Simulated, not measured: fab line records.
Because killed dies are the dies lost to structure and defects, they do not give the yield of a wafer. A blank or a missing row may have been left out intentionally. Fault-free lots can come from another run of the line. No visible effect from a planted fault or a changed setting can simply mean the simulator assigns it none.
Which tool was responsible? / flow n5-finfet / 23 wafers from 8 lots sampled at 5 of the route's 1938 steps

== WHAT THE GAUGES SHOWED, per wafer ==
N5_BEOL_M4_RC_MEAS_101. Usual: DIBL_N 35.7 mV/V, standard deviation 1.5; DIBL_P 35.7 mV/V, standard deviation 2; IOFF_N 0.155 nA/um, standard deviation 0.026; IOFF_P 0.20 nA/um, standard deviation 0.031; ION_N 675 uA/um, standard deviation 11; ION_P 462 uA/um, standard deviation 7.1; SS_N 71.3 mV/dec, standard deviation 0.57; SS_P 73.1 mV/dec, standard deviation 0.56; VT_N 250 mV, standard deviation 3; VT_P -251 mV, standard deviation 3.
lot=L707; measured=day 9 07:03; on=prober-02; DIBL_N (mV/V)=36.1 37.1 35.4; DIBL_P (mV/V)=34.7 34.5 32.9; IOFF_N (nA/um)=0.165 0.181 0.140; IOFF_P (nA/um)=0.21 0.20 0.18; ION_N (uA/um)=674 694 678; ION_P (uA/um)=460 468 464; SS_N (mV/dec)=72.0 72.9 71.3; SS_P (mV/dec)=72.9 73.0 72.6; VT_N (mV)=248 248 251; VT_P (mV)=-251 -252 -252; flag=
lot=L709; measured=day 10 00:43; on=prober-01; DIBL_N (mV/V)=36.2 37.4 35.3; DIBL_P (mV/V)=37.5 38.2 36.8; IOFF_N (nA/um)=0.178 0.200 0.169; IOFF_P (nA/um)=0.24 0.24 0.22; ION_N (uA/um)=685 684 686; ION_P (uA/um)=470 469 475; SS_N (mV/dec)=71.6 71.5 70.8; SS_P (mV/dec)=72.9 73.6 72.9; VT_N (mV)=246 245 247; VT_P (mV)=-247 -246 -250; flag=
lot=L710; measured=day 10 01:29; on=prober-01; DIBL_N (mV/V)=34.3 31.8 32.5; DIBL_P (mV/V)=34.2 31.0 31.7; IOFF_N (nA/um)=0.123 0.089 0.099; IOFF_P (nA/um)=0.16 0.13 0.13; ION_N (uA/um)=676 667 658; ION_P (uA/um)=456 460 453; SS_N (mV/dec)=71.0 70.7 70.8; SS_P (mV/dec)=73.0 72.3 71.9; VT_N (mV)=253 259 257; VT_P (mV)=-253 -258 -258; flag=
lot=L723; measured=day 13 17:22; on=prober-01; DIBL_N (mV/V)=34.4 33.9 36.7; DIBL_P (mV/V)=34.9 34.4 37.3; IOFF_N (nA/um)=0.137 0.128 0.166; IOFF_P (nA/um)=0.18 0.18 0.21; ION_N (uA/um)=666 659 675; ION_P (uA/um)=456 456 459; SS_N (mV/dec)=71.0 71.1 71.2; SS_P (mV/dec)=72.7 72.4 73.2; VT_N (mV)=251 252 250; VT_P (mV)=-253 -255 -253; flag=
lot=L725; measured=day 14 00:10; on=prober-01; DIBL_N (mV/V)=36.4 37.0; DIBL_P (mV/V)=38.0 39.4; IOFF_N (nA/um)=0.163 0.172; IOFF_P (nA/um)=0.20 0.22; ION_N (uA/um)=666 676; ION_P (uA/um)=459 464; SS_N (mV/dec)=71.1 71.1; SS_P (mV/dec)=73.1 73.1; VT_N (mV)=246 249; VT_P (mV)=-252 -251; flag=
lot=L726; measured=day 14 08:04; on=prober-02; DIBL_N (mV/V)=36.7 37.4 35.5; DIBL_P (mV/V)=38.3 38.4 37.9; IOFF_N (nA/um)=0.173 0.189 0.159; IOFF_P (nA/um)=0.21 0.22 0.21; ION_N (uA/um)=680 674 683; ION_P (uA/um)=466 461 462; SS_N (mV/dec)=72.6 71.5 72.3; SS_P (mV/dec)=73.2 73.3 72.8; VT_N (mV)=247 246 249; VT_P (mV)=-251 -251 -250; flag=

== TOOL THAT RAN EACH LOT (tool first, then ch and the chambers of the sampled wafers, then the start) ==
lot=L707; N5_SDB_ETCH_25=rie-diel-01 ch 0,3, day 4 20:42; N5_HKMG_FIN_ETCH_54=rie-diel-03 ch 0,3, day 5 01:43; N5_HKMG_FIN_ETCH_55=rie-diel-03 ch 0,3, day 5 01:47; N5_HKMG_FIN_STRIP_60=plasma-asher-01 ch 0,1, day 5 02:34
lot=L709; N5_SDB_ETCH_25=rie-diel-06 ch 2,3, day 5 07:25; N5_HKMG_FIN_ETCH_54=rie-diel-03 ch 2,3, day 5 13:05; N5_HKMG_FIN_ETCH_55=rie-diel-03 ch 2,3, day 5 13:08; N5_HKMG_FIN_STRIP_60=plasma-asher-02 ch 0,1, day 5 13:56
lot=L710; N5_SDB_ETCH_25=rie-diel-03 ch 0,1,2, day 5 10:14; N5_HKMG_FIN_ETCH_54=rie-diel-03 ch 0,1, day 5 16:13; N5_HKMG_FIN_ETCH_55=rie-diel-03 ch 0,1, day 5 16:16; N5_HKMG_FIN_STRIP_60=plasma-asher-01 ch 0,1, day 5 17:03
lot=L721; N5_SDB_ETCH_25=rie-diel-03 ch 1,2,3, day 8 11:16; N5_HKMG_FIN_ETCH_54=rie-diel-06 ch 0,1,3, day 8 16:18; N5_HKMG_FIN_ETCH_55=rie-diel-06 ch 0,1,3, day 8 16:22; N5_HKMG_FIN_STRIP_60=plasma-asher-02 ch 0,1, day 8 17:16
lot=L722; N5_SDB_ETCH_25=rie-diel-03 ch 0,2, day 8 19:56; N5_HKMG_FIN_ETCH_54=rie-diel-03 ch 0,1, day 9 02:46; N5_HKMG_FIN_ETCH_55=rie-diel-03 ch 0,1, day 9 02:49; N5_HKMG_FIN_STRIP_60=plasma-asher-01 ch 0,1, day 9 03:43
lot=L723; N5_SDB_ETCH_25=rie-diel-03 ch 1,2,3, day 9 00:59; N5_HKMG_FIN_ETCH_54=rie-diel-03 ch 0,1,2, day 9 05:57; N5_HKMG_FIN_ETCH_55=rie-diel-03 ch 0,1,2, day 9 06:01; N5_HKMG_FIN_STRIP_60=plasma-asher-02 ch 0,1, day 9 07:00
lot=L725; N5_SDB_ETCH_25=rie-diel-03 ch 0,1, day 9 13:52; N5_HKMG_FIN_ETCH_54=rie-diel-06 ch 0,1, day 9 18:43; N5_HKMG_FIN_ETCH_55=rie-diel-06 ch 0,1, day 9 18:50; N5_HKMG_FIN_STRIP_60=plasma-asher-02 ch 0,1, day 9 19:46
lot=L726; N5_SDB_ETCH_25=rie-diel-03 ch 0,1,2, day 9 18:04; N5_HKMG_FIN_ETCH_54=rie-diel-06 ch 0,1,3, day 9 22:56; N5_HKMG_FIN_ETCH_55=rie-diel-06 ch 0,1,3, day 9 23:00; N5_HKMG_FIN_STRIP_60=plasma-asher-01 ch 0,1, day 9 23:52
- N5_SDB_ETCH_25: etches SiO2 in C4F6/O2, target depth 10 nm, time 3.3 s.
- N5_HKMG_FIN_ETCH_54: etches SiARC in CF4, target depth 45.5 nm, time 75.8 s.
- N5_HKMG_FIN_ETCH_55: etches SOC in N2/H2, target depth 240 nm, time 300 s.
- N5_HKMG_FIN_STRIP_60: strips in N2/H2, time 360 s.

== AS READ BY THE TOOLS THEMSELVES (means over the sampled wafers that have a number; for cases with no such wafer, the mark the record gives instead) ==
N5_SDB_ETCH_25. Usual: C4F6_flow_sccm 10.001 sccm, standard deviation 0.028; O2_flow_sccm 10.00 sccm, standard deviation 0.033; chamber-pressure-mTorr 30.001 mTorr, standard deviation 0.027; drypump-motor-current-A 5.7 A, standard deviation 0.53; oes-product-au 0.79 a.u., standard deviation 0.08; rf-vpp-V 664 V, standard deviation 14; showerhead-plenum-p-Torr 2.88 Torr, standard deviation 0.085; throttle-valve-pct 21.16 %, standard deviation 0.22.
lot=L707; tool=rie-diel-01; C4F6_flow_sccm (sccm)=9.995; O2_flow_sccm (sccm)=10.00; chamber-pressure-mTorr (mTorr)=29.988; drypump-motor-current-A (A)=6.5; oes-product-au (a.u.)=0.74; rf-vpp-V (V)=674; showerhead-plenum-p-Torr (Torr)=2.94; throttle-valve-pct (%)=21.11; flag=
lot=L709; tool=rie-diel-06; C4F6_flow_sccm (sccm)=10.007; O2_flow_sccm (sccm)=10.04; chamber-pressure-mTorr (mTorr)=30.021; drypump-motor-current-A (A)=5.7; oes-product-au (a.u.)=0.69; rf-vpp-V (V)=646; showerhead-plenum-p-Torr (Torr)=2.73; throttle-valve-pct (%)=21.26; flag=
lot=L710; tool=rie-diel-03; C4F6_flow_sccm (sccm)=10.001; O2_flow_sccm (sccm)=10.04; chamber-pressure-mTorr (mTorr)=29.995; drypump-motor-current-A (A)=5.2; oes-product-au (a.u.)=0.85; rf-vpp-V (V)=664; showerhead-plenum-p-Torr (Torr)=2.91; throttle-valve-pct (%)=21.10; flag=
lot=L721; tool=rie-diel-03; C4F6_flow_sccm (sccm)=10.027; O2_flow_sccm (sccm)=9.99; chamber-pressure-mTorr (mTorr)=30.000; drypump-motor-current-A (A)=5.5; oes-product-au (a.u.)=0.79; rf-vpp-V (V)=658; showerhead-plenum-p-Torr (Torr)=2.87; throttle-valve-pct (%)=21.31; flag=
lot=L722; tool=rie-diel-03; C4F6_flow_sccm (sccm)=10.048; O2_flow_sccm (sccm)=9.97; chamber-pressure-mTorr (mTorr)=29.992; drypump-motor-current-A (A)=5.1; oes-product-au (a.u.)=0.87; rf-vpp-V (V)=666; showerhead-plenum-p-Torr (Torr)=2.88; throttle-valve-pct (%)=21.04; flag=
lot=L723; tool=rie-diel-03; C4F6_flow_sccm (sccm)=9.977; O2_flow_sccm (sccm)=10.03; chamber-pressure-mTorr (mTorr)=30.026; drypump-motor-current-A (A)=5.5; oes-product-au (a.u.)=0.79; rf-vpp-V (V)=659; showerhead-plenum-p-Torr (Torr)=2.87; throttle-valve-pct (%)=21.33; flag=
lot=L725; tool=rie-diel-03; C4F6_flow_sccm (sccm)=9.998; O2_flow_sccm (sccm)=10.03; chamber-pressure-mTorr (mTorr)=29.983; drypump-motor-current-A (A)=5.3; oes-product-au (a.u.)=0.80; rf-vpp-V (V)=669; showerhead-plenum-p-Torr (Torr)=2.89; throttle-valve-pct (%)=20.95; flag=
lot=L726; tool=rie-diel-03; C4F6_flow_sccm (sccm)=9.995; O2_flow_sccm (sccm)=9.99; chamber-pressure-mTorr (mTorr)=30.001; drypump-motor-current-A (A)=5.2; oes-product-au (a.u.)=0.80; rf-vpp-V (V)=663; showerhead-plenum-p-Torr (Torr)=2.89; throttle-valve-pct (%)=21.15; flag=

N5_HKMG_FIN_ETCH_54. Usual: bias-w 35.98 W, standard deviation 0.11; cf4-flow-sccm 99.94 sccm, standard deviation 0.28; chamber-pressure-mTorr 40.01 mTorr, standard deviation 0.035; drypump-motor-current-A 5.7 A, standard deviation 0.53; etch-rf-on-time-s 75.0 s, standard deviation 1.9; oes-product-au 0.67 a.u., standard deviation 0.076; rf-vpp-V 184.5 V, standard deviation 1.1; showerhead-plenum-p-Torr 2.18 Torr, standard deviation 0.068; throttle-valve-pct 15.57 %, standard deviation 0.18.
lot=L707; tool=rie-diel-03; bias-w (W)=36.05; cf4-flow-sccm (sccm)=100.05; chamber-pressure-mTorr (mTorr)=40.02; drypump-motor-current-A (A)=5.5; etch-rf-on-time-s (s)=75.0; oes-product-au (a.u.)=0.79; rf-vpp-V (V)=184.8; showerhead-plenum-p-Torr (Torr)=2.15; throttle-valve-pct (%)=15.33; flag=
lot=L709; tool=rie-diel-03; bias-w (W)=36.07; cf4-flow-sccm (sccm)=99.89; chamber-pressure-mTorr (mTorr)=39.98; drypump-motor-current-A (A)=5.6; etch-rf-on-time-s (s)=73.6; oes-product-au (a.u.)=0.72; rf-vpp-V (V)=183.6; showerhead-plenum-p-Torr (Torr)=2.11; throttle-valve-pct (%)=15.63; flag=
lot=L710; tool=rie-diel-03; bias-w (W)=35.96; cf4-flow-sccm (sccm)=100.04; chamber-pressure-mTorr (mTorr)=40.02; drypump-motor-current-A (A)=5.4; etch-rf-on-time-s (s)=74.0; oes-product-au (a.u.)=0.69; rf-vpp-V (V)=184.7; showerhead-plenum-p-Torr (Torr)=2.20; throttle-valve-pct (%)=15.50; flag=
lot=L721; tool=rie-diel-06; bias-w (W)=-; cf4-flow-sccm (sccm)=-; chamber-pressure-mTorr (mTorr)=-; drypump-motor-current-A (A)=-; etch-rf-on-time-s (s)=-; oes-product-au (a.u.)=-; rf-vpp-V (V)=-; showerhead-plenum-p-Torr (Torr)=-; throttle-valve-pct (%)=-; flag=OFF
lot=L722; tool=rie-diel-03; bias-w (W)=-; cf4-flow-sccm (sccm)=-; chamber-pressure-mTorr (mTorr)=-; drypump-motor-current-A (A)=-; etch-rf-on-time-s (s)=-; oes-product-au (a.u.)=-; rf-vpp-V (V)=-; showerhead-plenum-p-Torr (Torr)=-; throttle-valve-pct (%)=-; flag=OFF
lot=L723; tool=rie-diel-03; bias-w (W)=36.04; cf4-flow-sccm (sccm)=100.01; chamber-pressure-mTorr (mTorr)=40.01; drypump-motor-current-A (A)=5.2; etch-rf-on-time-s (s)=75.2; oes-product-au (a.u.)=0.69; rf-vpp-V (V)=184.2; showerhead-plenum-p-Torr (Torr)=2.19; throttle-valve-pct (%)=15.59; flag=
lot=L725; tool=rie-diel-06; bias-w (W)=35.88; cf4-flow-sccm (sccm)=100.43; chamber-pressure-mTorr (mTorr)=39.99; drypump-motor-current-A (A)=6.2; etch-rf-on-time-s (s)=76.2; oes-product-au (a.u.)=0.59; rf-vpp-V (V)=186.1; showerhead-plenum-p-Torr (Torr)=2.21; throttle-valve-pct (%)=15.70; flag=
lot=L726; tool=rie-diel-06; bias-w (W)=36.06; cf4-flow-sccm (sccm)=99.81; chamber-pressure-mTorr (mTorr)=40.02; drypump-motor-current-A (A)=5.9; etch-rf-on-time-s (s)=76.4; oes-product-au (a.u.)=0.66; rf-vpp-V (V)=184.8; showerhead-plenum-p-Torr (Torr)=2.23; throttle-valve-pct (%)=15.60; flag=

N5_HKMG_FIN_ETCH_55. Usual: value, then standard deviation, for each; bias-w 150.0 W / 0.45; chamber-pressure-mTorr 29.999 mTorr / 0.027; drypump-motor-current-A 5.7 A / 0.53; oes-product-au 0.79 a.u. / 0.087; rf-vpp-V 525.3 V / 2.6; showerhead-plenum-p-Torr 2.59 Torr / 0.093; throttle-valve-pct 17.79 % / 0.21.
lot=L707; tool=rie-diel-03; bias-w (W)=150.0; chamber-pressure-mTorr (mTorr)=30.005; drypump-motor-current-A (A)=5.5; oes-product-au (a.u.)=0.91; rf-vpp-V (V)=524.3; showerhead-plenum-p-Torr (Torr)=2.55; throttle-valve-pct (%)=17.54; flag=
lot=L709; tool=rie-diel-03; bias-w (W)=149.9; chamber-pressure-mTorr (mTorr)=29.997; drypump-motor-current-A (A)=5.7; oes-product-au (a.u.)=0.85; rf-vpp-V (V)=523.4; showerhead-plenum-p-Torr (Torr)=2.50; throttle-valve-pct (%)=17.80; flag=
lot=L710; tool=rie-diel-03; bias-w (W)=150.3; chamber-pressure-mTorr (mTorr)=29.969; drypump-motor-current-A (A)=5.4; oes-product-au (a.u.)=0.81; rf-vpp-V (V)=526.4; showerhead-plenum-p-Torr (Torr)=2.63; throttle-valve-pct (%)=17.75; flag=
lot=L721; tool=rie-diel-06; bias-w (W)=150.0; chamber-pressure-mTorr (mTorr)=29.999; drypump-motor-current-A (A)=5.9; oes-product-au (a.u.)=0.79; rf-vpp-V (V)=526.2; showerhead-plenum-p-Torr (Torr)=2.65; throttle-valve-pct (%)=17.75; flag=
lot=L722; tool=rie-diel-03; bias-w (W)=150.1; chamber-pressure-mTorr (mTorr)=29.976; drypump-motor-current-A (A)=5.4; oes-product-au (a.u.)=0.78; rf-vpp-V (V)=525.8; showerhead-plenum-p-Torr (Torr)=2.62; throttle-valve-pct (%)=17.79; flag=
lot=L723; tool=rie-diel-03; bias-w (W)=150.1; chamber-pressure-mTorr (mTorr)=30.007; drypump-motor-current-A (A)=5.2; oes-product-au (a.u.)=0.81; rf-vpp-V (V)=525.2; showerhead-plenum-p-Torr (Torr)=2.60; throttle-valve-pct (%)=17.90; flag=
lot=L725; tool=rie-diel-06; bias-w (W)=150.0; chamber-pressure-mTorr (mTorr)=29.973; drypump-motor-current-A (A)=6.2; oes-product-au (a.u.)=0.70; rf-vpp-V (V)=526.2; showerhead-plenum-p-Torr (Torr)=2.62; throttle-valve-pct (%)=17.84; flag=
lot=L726; tool=rie-diel-06; bias-w (W)=150.0; chamber-pressure-mTorr (mTorr)=29.994; drypump-motor-current-A (A)=5.9; oes-product-au (a.u.)=0.77; rf-vpp-V (V)=526.3; showerhead-plenum-p-Torr (Torr)=2.64; throttle-valve-pct (%)=17.77; flag=

N5_HKMG_FIN_STRIP_60. Usual: drypump-motor-current-A 5.9 A, standard deviation 0.31; heater-power-w 489 W, standard deviation 49.
lot=L707; tool=plasma-asher-01; drypump-motor-current-A (A)=5.7; heater-power-w (W)=496; flag=
lot=L709; tool=plasma-asher-02; drypump-motor-current-A (A)=6.1; heater-power-w (W)=480; flag=
lot=L710; tool=plasma-asher-01; drypump-motor-current-A (A)=5.6; heater-power-w (W)=496; flag=
lot=L721; tool=plasma-asher-02; drypump-motor-current-A (A)=6.1; heater-power-w (W)=481; flag=
lot=L722; tool=plasma-asher-01; drypump-motor-current-A (A)=5.8; heater-power-w (W)=532; flag=
lot=L723; tool=plasma-asher-02; drypump-motor-current-A (A)=6.1; heater-power-w (W)=488; flag=
lot=L725; tool=plasma-asher-02; drypump-motor-current-A (A)=6.0; heater-power-w (W)=478; flag=
lot=L726; tool=plasma-asher-01; drypump-motor-current-A (A)=5.6; heater-power-w (W)=498; flag=

== THE ANSWER, worked out from the rows above alone ==
Rule: a lot is off if the mean of its wafers that have a number lies more than 3 standard deviations from the usual mean. Also off: a lot with no number at a reading for which 4 or more lots have one. Any other lot the step has rows for is counted as sound. The gauges are gone through in route order, then the tools' own readings, and for those a lot's mean is taken as printed above. The first step at which some lot is off is used, and at that step the reading that is off furthest; a lot without a number counts as furthest.
Off at N5_HKMG_FIN_ETCH_54 (bias-w): L721, L722. Without a number there: L721, L722.
A tool fits if, at that step or a process step before it, it ran every lot that is off, and no sound lot after the first of them. Not one of the candidates tried fits.

== WHAT THE SIMULATOR HAD INSERTED ==
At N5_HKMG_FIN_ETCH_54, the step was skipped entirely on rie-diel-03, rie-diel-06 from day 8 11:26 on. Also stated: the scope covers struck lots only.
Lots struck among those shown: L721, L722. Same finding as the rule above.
